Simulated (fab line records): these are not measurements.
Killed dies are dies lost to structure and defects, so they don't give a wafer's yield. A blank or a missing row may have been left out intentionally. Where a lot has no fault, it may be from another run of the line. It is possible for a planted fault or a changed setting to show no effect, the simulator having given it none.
fab line records | flow nand-harc
record: lots: 13 wafers: 39 last-day: 33
route steps=1302 shown A_CHANNEL_FILL_D1@496 A_BONDPAD@1216 END@1302
lots with no fault: from the same line, run without faults
start-h: hours from the record's first day to the start of the lot's first wafer shown | wait-h: hours from the lot's prior step to this one | " the same as in the row above | L1.1+2: a single row standing in for several wafers | - no value, or no start was given | * or withheld: withheld | < > ~ a bound
route shown NAME@n: NAME is a module with steps in the file, n the number in the route of the first one | usual: mean/standard deviation taken from wafers without a fault | same: alike in all rows | chamber/n: place in a boat | sites: per-site readings | _std_site: the values' standard deviation | _edge_site: the outer-site mean with the inner-site mean subtracted | radius-mm: for every site, how far away it sits from the centre of the wafer | mask NAME#n: copy n | behind: the last tool/chamber to shape the wafer | hold: cause of the lot's hold/its duration in hours/its outcome | device: transistor that didn't switch, given as n, p or np | end of line: the same wafers' tests at the end of the route | a step with no rows: only its recipe | killed: at the first sort, the dies lost to defects and structure; wafer yield is something else | map: shows each die of a wafer: x if killed, . if not, _ if none is there
set.NAME: the setting that was run; set.NAME@STEP: the one run at that earlier step | model.NAME: the simulator's own value behind a step, which no gauge read
a sample of lots followed through the steps of the route, with each step as a table and each wafer as a row
services: the hour from which a tool's chamber was out of use, counted from the record's first day as start-h (under 0 if before that day), plus the number of hours and why
== steps ==
step: NHARC_A_CHANNEL_FILL_D1_ALD_16
recipe: target-thk-a: 15 pulse-time-s: 10 ald-cycles: 15 temp-c: 300 material: SiO2
usual: heater-power-w: 478/56 precursor-pulse-height-rel: 1.000/0.019
columns lot.wafer tool chamber start-h wait-h heater-power-w precursor-pulse-height-rel
L916.2 ald-hk-02 3 201.90 0.0 420 0.978
L916.3 " 0 " " 425 0.987
L916.5 " 3 " " 418 1.002
L918.3 ald-hk-01 2 212.07 0.1 589 0.999
L918.5 " 1 " " 491 1.000
L918.6 " 2 " " 560 1.001
L917.3 ald-hk-02 3 212.09 0.1 414 1.006
L917.2 " 0 " " 418 0.984
L917.5 " 2 " " 509 1.027
L919.2 ald-hk-02 1 240.16 3.0 519 1.002
L919.4 " 3 " " 425 0.988
L919.6 " 1 " " 516 0.987
L920.3 ald-hk-02 2 240.32 3.1 521 0.990
L920.4 " 0 " " 417 0.975
L920.5 " 2 " " 518 1.018
L921.2 ald-hk-02 3 252.68 0.0 415 1.010
L921.6 " 3 " " 431 0.975
L921.5 " 0 " " 425 1.037
L922.3 ald-hk-02 2 257.63 0.0 521 1.009
L922.4 " 0 " " 430 0.979
L922.6 " 3 " " 420 1.020
L924.2 ald-hk-02 2 276.56 0.1 515 1.005
L924.4 " 3 " " 421 0.984
L924.5 " 1 " " 524 0.974
L929.4 ald-hk-01 1 342.42 0.1 432 1.016
L929.3 " 2 " " 593 1.032
L929.6 " 1 " " 430 1.028
L936.1 ald-hk-02 3 392.12 0.1 404 1.019
L936.3 " 1 " " 512 1.039
L936.6 " 2 " " 502 0.990
L937.4 ald-hk-02 0 413.32 0.1 410 1.003
L937.1 " 1 " " 516 1.004
L937.5 " 2 " " 493 1.015
L938.2 ald-hk-03 1 418.97 1.5 424 1.033
L938.4 " 2 " " 514 0.995
L938.5 " 0 " " 467 0.934
L939.1 ald-hk-02 1 427.25 0.0 510 1.011
L939.3 " 0 " " 415 0.990
L939.5 " 1 " " 526 0.992
step: NHARC_A_BONDPAD_OVL_MEAS_35
usual: overlay-x-nm: -1/6.4 overlay-y-nm: -1/6.1
columns lot.wafer tool chamber start-h wait-h overlay-x-nm overlay-y-nm
L916.2 overlay-01 - 528.87 - -11 -10
L916.3 " - " " -11 -10
L916.5 " - " " -11 -10
L917.2 overlay-02 - 532.44 - 2 -7
L917.3 " - " " 1 -7
L917.5 " - " " 2 -7
L918.3 overlay-01 - 542.78 - -1 1
L918.5 " - " " -1 2
L918.6 " - " " 0 2
L919.2 overlay-01 - 571.23 - 0 4
L919.4 " - " " 0 3
L919.6 " - " " 0 3
L921.2 overlay-02 - 573.47 - 4 4
L921.5 " - " " 3 4
L921.6 " - " " 3 4
L920.3 overlay-01 - 577.87 - 1 1
L920.4 " - " " 2 0
L920.5 " - " " 2 1
L922.3 overlay-02 - 590.85 - 3 9
L922.4 " - " " 4 8
L922.6 " - " " 4 8
L924.2 overlay-02 - 613.54 - -2 1
L924.4 " - " " -2 1
L924.5 " - " " -2 1
L929.3 overlay-01 - 665.00 - -5 -2
L929.4 " - " " -5 -1
L929.6 " - " " -5 -2
L936.1 overlay-02 - 723.13 - -5 -3
L936.3 " - " " -5 -3
L936.6 " - " " -5 -3
L937.1 overlay-01 - 737.75 - 0 -6
L937.4 " - " " 0 -6
L937.5 " - " " 1 -6
L939.1 overlay-01 - 744.50 - -3 -7
L939.3 " - " " -3 -6
L939.5 " - " " -2 -6
L938.2 overlay-02 - 755.25 - 8 1
L938.4 " - " " 8 1
L938.5 " - " " 8 0
step: NHARC_END_SORT_01
recipe: temp-c: 25
usual: killed-at-array: 53/20 killed-at-other: 1/1.2 killed-at-periphery: 3.7/2.6 killed-dies: 58/20 killed-open: 3.5/1.8 killed-short: 2.4/1.7
same: gross-dies: 677
columns lot.wafer tool chamber start-h wait-h killed-at-array killed-at-other killed-at-periphery killed-dies killed-open killed-short
L929.3 prober-01 0 705.94 3.1 126 0 2 128 1 1
L929.4 prober-01 0 706.75 3.4 68 1 9 78 4 2
L929.6 prober-01 0 708.37 4.0 64 1 1 66 2 4
killed by level:class
L929.3 A_CHANNEL_FILL_D1:unspecified=73 A_CHANNEL_HOLE_D1:chamber-film-flake=32 A_CHANNEL_HOLE_D2:chamber-film-flake=9 A_SLIT:chamber-film-flake=5 A_CHANNEL_FILL_D1:chamber-film-flake=2 A_CHANNEL_FILL_D1:geometric-particle:open=1 A_WL_FILL:geometric-particle:short=1 P_CONTACT:chamber-film-flake=1
L929.4 A_CHANNEL_HOLE_D1:chamber-film-flake=32 A_CHANNEL_HOLE_D2:chamber-film-flake=22 A_SLIT:chamber-film-flake=7 P_ZERO_WELL:chamber-film-flake=3 A_CHANNEL_FILL_D1:geometric-particle:open=2 P_GATE:chamber-film-flake=2 P_CONTACT:geometric-particle:open=1 P_M0:geometric-particle:open=1
L929.6 A_CHANNEL_HOLE_D1:chamber-film-flake=32 A_CHANNEL_HOLE_D2:chamber-film-flake=18 A_SLIT:chamber-film-flake=6 P_CONTACT:geometric-particle:short=1 A_SOURCE_PLATE:geometric-particle:open=1 A_CHANNEL_FILL_D1:geometric-particle:short=1 A_DECK1_JOINT:geometric-particle:short=1 A_ONON_D2:geometric-particle:open=1
== services ==
columns tool chamber start-h hours kind
ald-hk-02 0 187.26 - clean
ald-hk-02 1 187.26 - clean
ald-hk-02 2 187.26 - clean
ald-hk-02 3 187.26 - clean
ald-hk-03 - 212.00 10.0 pm
ald-hk-01 - 297.08 10.0 pm
ald-hk-01 0 297.08 10.0 vent-cycle
ald-hk-01 1 297.08 10.0 vent-cycle
ald-hk-01 2 297.08 10.0 vent-cycle
ald-hk-01 3 297.08 10.0 vent-cycle
ald-hk-01 0 307.08 - clean
ald-hk-01 1 307.08 - clean
ald-hk-01 2 307.08 - clean
ald-hk-02 - 355.26 10.0 pm
ald-hk-02 0 355.26 10.0 vent-cycle
ald-hk-02 1 355.26 10.0 vent-cycle
ald-hk-02 2 355.26 10.0 vent-cycle
ald-hk-02 3 355.26 10.0 vent-cycle
ald-hk-03 - 360.29 0.5 repair
ald-hk-02 0 365.26 - clean
ald-hk-02 1 365.26 - clean
ald-hk-02 2 365.26 - clean
ald-hk-02 3 365.26 - clean
ald-hk-03 - 390.00 10.0 pm
== key ==
first-sign: step: NHARC_END_SORT_01 reading: killed-at-array direction: up sigmas: 3.7 usual: 53 struck: 126
effect: step: NHARC_END_SORT_01 reading: killed-dies direction: up sigmas: 3.5 usual: 58 struck: 128
more-kills-born-at: NHARC_A_CHANNEL_FILL_D1_ALD_16@ald-hk-01: 73
met-at NHARC_A_CHANNEL_FILL_D1_ALD_16
struck-lots L929
struck-wafers L929.3
tester-left-out L929
not-acting-at NHARC_A_BONDPAD_OVL_MEAS_35
onset-between 212.07 342.42
fault: kind: chamber-particle-source tool: ald-hk-01 chamber: 2 onset-h: 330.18 steps: NHARC_A_CHANNEL_FILL_D1_ALD_16 rate-per-visit-cm2: 0.46624 end-h: 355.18
tester-left-out: of these lots the tester's yield and bins aren't shown, on N5 and GAA mostly nor the transistor test; their killed dies are dies lost to structure and defects alone, not to doping, threshold or leakage, so they don't give the yield
